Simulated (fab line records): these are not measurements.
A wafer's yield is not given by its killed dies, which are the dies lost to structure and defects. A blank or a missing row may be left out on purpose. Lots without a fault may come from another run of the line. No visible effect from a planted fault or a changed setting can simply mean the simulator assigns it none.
A struck lot beside a sound one	flow n5_finfet	14 steps out of a route of 1938
Sound: the wafers L466.1, L466.4, L466.6. Struck: wafer L479.3. (L479.2 of the same lot was not struck and is left out.) The cause comes at the end.
Each step with rows lists, per side, the tool, then ch with its chambers, then its first start. Under that, the readings that differ: sound wafers	struck wafers	difference of the means	sigmas: that difference in standard deviations of wafers without a fault.
alike: same words and numbers on both sides, and readings whose means sit less than 2 such deviations apart. not compared: any withheld reading, any reading some wafer has no value for, any bound like >300 that may hide the same value, and any number with overlapping values for which the record gives no deviation.
The two part at a step that has a row with sigmas, a row that says differs or no value, or rows on one side only. Numbers that have no deviation but don't overlap get no sigmas and don't part them. A reading missing from all wafers of one side parts the sides only when that side holds two or more wafers.

first, 4 steps without rows for these wafers: N5_BEOL_M9_SOFTBAKE_06 (time 60 s); N5_BEOL_M9_EXPOSE_08 (exposes mask M9); N5_BEOL_M9_PEB_09 (peb time 60 s); N5_BEOL_M9_DEVELOP_10 (develop time 30 s).
N5_BEOL_M9_CD_MEAS_11: the cd target is 64.1 nm.
  sound on cd_sem-02 ch 0, day 11 07:30; struck on cd_sem-03 ch 0, day 14 13:34
  alike: cd_nm
N5_BEOL_M9_OVL_MEAS_12:
  sound on overlay-02 ch 0, day 11 07:32; struck on overlay-02 ch 0, day 14 13:36
  alike: M9_OVL
N5_BEOL_M9_INSPECT_13: inspects for defects (brightfield).
  struck on defect_inspect-02, day 14 13:37; sound on defect_inspect-01, day 11 07:33
  alike: raw_defect_count
N5_BEOL_M9_DESCUM_16: chemistry O2, time 7.9 s.
  sound on rie_diel-06 ch 1,2, day 11 07:35; struck on rie_diel-02 ch 1, day 14 13:40
reading	sound	struck	difference	sigmas
rf_vpp_V (V)	241.3 242.1 241.8	244.8	+3.1	+2
  alike: bias_power_w, drypump_motor_current_A, oes_product_au, showerhead_plenum_p_Torr, throttle_valve_pct
  not compared: rf_hours_counter_h
N5_BEOL_M9_ETCH_61: etches SiARC in CF4, target depth 39 nm, time 65 s.
  sound on rie_diel-06 ch 1,2, day 11 07:37; struck on rie_diel-02 ch 1, day 14 13:41
  alike: drypump_motor_current_A, etch_rf_on_time_s, oes_product_au, rf_vpp_V, showerhead_plenum_p_Torr, throttle_valve_pct
  not compared: rf_hours_counter_h
N5_BEOL_M9_ETCH_62: etches SOC in N2/H2, target depth 110 nm, overetch 22 nm, time 165 s.
  sound on rie_diel-06 ch 1,2, day 11 07:40; struck on rie_diel-02 ch 1, day 14 13:44
reading	sound	struck	difference	sigmas
rf_vpp_V (V)	520.4 523.3 521.2	527.6	+6.0	+2
  alike: drypump_motor_current_A, oes_product_au, showerhead_plenum_p_Torr, throttle_valve_pct
  not compared: rf_hours_counter_h
then, 1 step without rows for these wafers: N5_BEOL_M9_STRIP_68 (strips in N2/H2).
N5_BEOL_M9_STRIP_67: strips in CF4.
  sound on rie_diel-06 ch 1,2, day 11 07:49; struck on rie_diel-02 ch 1, day 14 13:53
  alike: bias_power_w, drypump_motor_current_A, oes_product_au, rf_vpp_V, showerhead_plenum_p_Torr, throttle_valve_pct
  not compared: rf_hours_counter_h
N5_BEOL_M9_HM_OPEN_17: chemistry Cl2/BCl3, target TiN, target depth 20 nm, overetch 6 nm.
  sound on rie_metal-01 ch 0, day 11 07:52; struck on rie_metal-03 ch 0, day 14 13:56
reading	sound	struck	difference	sigmas
drypump_motor_current_A (A)	5.5 5.4 5.5	6.5	+1.0	+3
model.SOC_of_BEOL_M9_COAT_59.thk_nm (nm)	91.6 91.4 91.6	88.6	-2.9	
  alike: oes_product_au, throttle_valve_pct
  not compared: rf_hours_counter_h
N5_BEOL_M9_STRIP_19: strips in O2.
  sound on rie_diel-05 ch 0,1,3, day 11 08:04; struck on rie_diel-02 ch 2, day 14 14:14
  alike: drypump_motor_current_A, oes_product_au, rf_vpp_V, showerhead_plenum_p_Torr, throttle_valve_pct
  not compared: rf_hours_counter_h

## WHERE THEY PART
Last at N5_BEOL_M9_HM_OPEN_17 as far as this record goes, first at N5_BEOL_M9_DESCUM_16. Later steps at which nothing parts them and some readings are alike: N5_BEOL_M9_STRIP_19.

WHY: what had been put in by the simulator
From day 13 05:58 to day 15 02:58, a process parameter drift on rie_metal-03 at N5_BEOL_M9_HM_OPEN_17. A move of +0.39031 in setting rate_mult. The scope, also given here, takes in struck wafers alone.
